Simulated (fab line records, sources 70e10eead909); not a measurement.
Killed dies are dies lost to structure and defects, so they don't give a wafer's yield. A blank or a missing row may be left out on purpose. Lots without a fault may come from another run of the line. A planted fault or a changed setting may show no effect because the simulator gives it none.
Chamber matching | flow nand_harc | NHARC_P_BONDPAD_CMP_32 on cmp-02: 4 sister chambers
The step polishes SiCN, target thk 200 nm. 14 wafers are shown with their chamber, then 7 later ones without.

WAFERS WITH THEIR CHAMBER
wafer  | chamber | motor_current_A (A) | retaining_ring_pressure_frac
L078.2 | 0       | 9.2                 | 0.991
L078.5 | 1       | 11.1                | 0.999
L078.6 | 0       | 9.6                 | 1.001
L080.1 | 2       | 12.5                | 1.001
L080.2 | 3       | 12.9                | 0.998
L080.6 | 2       | 13.0                | 1.003
L079.1 | 1       | 10.8                | 1.003
L079.4 | 0       | 10.2                | 0.993
L079.6 | 1       | 11.2                | 0.997
L082.3 | 3       | 12.7                | 1.003
L082.4 | 0       | 9.7                 | 1.007
L082.6 | 0       | 9.8                 | 1.004
L087.1 | 3       | 13.1                | 0.998
L087.2 | 2       | 13.3                | 0.997

SIGNATURES (means of the wafers above)
reading                      | chamber 0 | chamber 1 | chamber 2 | chamber 3 | scatter within a chamber
motor_current_A              | 9.700     | 11.033    | 12.933    | 12.900    | 0.318
retaining_ring_pressure_frac | 0.99920   | 0.99967   | 1.00033   | 0.99967   | 0.00497
Rule: a wafer's distance from a chamber is the root of the sum, over the readings, of the square of ((its reading less the chamber's mean) divided by the reading's scatter). The wafer belongs to the nearest chamber; if the next one is less than 2 further off, it can't be placed. The scatter: the root of (the sum of the squares of (reading less its chamber's mean) over the shown wafers, divided by (wafers less chambers)).

WAFERS WITHOUT THEIR CHAMBER
wafer  | motor_current_A (A) | retaining_ring_pressure_frac
L087.3 | 10.3                | 1.000
L093.1 | 10.7                | 1.005
L093.2 | 13.3                | 1.004
L093.3 | 9.4                 | 1.000
L097.1 | 13.5                | 1.002
L097.2 | 10.8                | 1.007
L097.3 | 9.5                 | 1.001

WHICH CHAMBER EACH WENT THROUGH
wafer  | from the rows above     | in truth
L087.3 | can't be placed: 0 or 1 | 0
L093.1 | can't be placed: 1 or 0 | 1
L093.2 | can't be placed: 2 or 3 | 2
L093.3 | 0                       | 0
L097.1 | can't be placed: 2 or 3 | 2
L097.2 | 1                       | 1
L097.3 | 0                       | 0
Placed correctly: 3 of 7. Can't be placed from these rows: 4 (the true chamber is among the candidates in 4). Placed wrongly: 0.
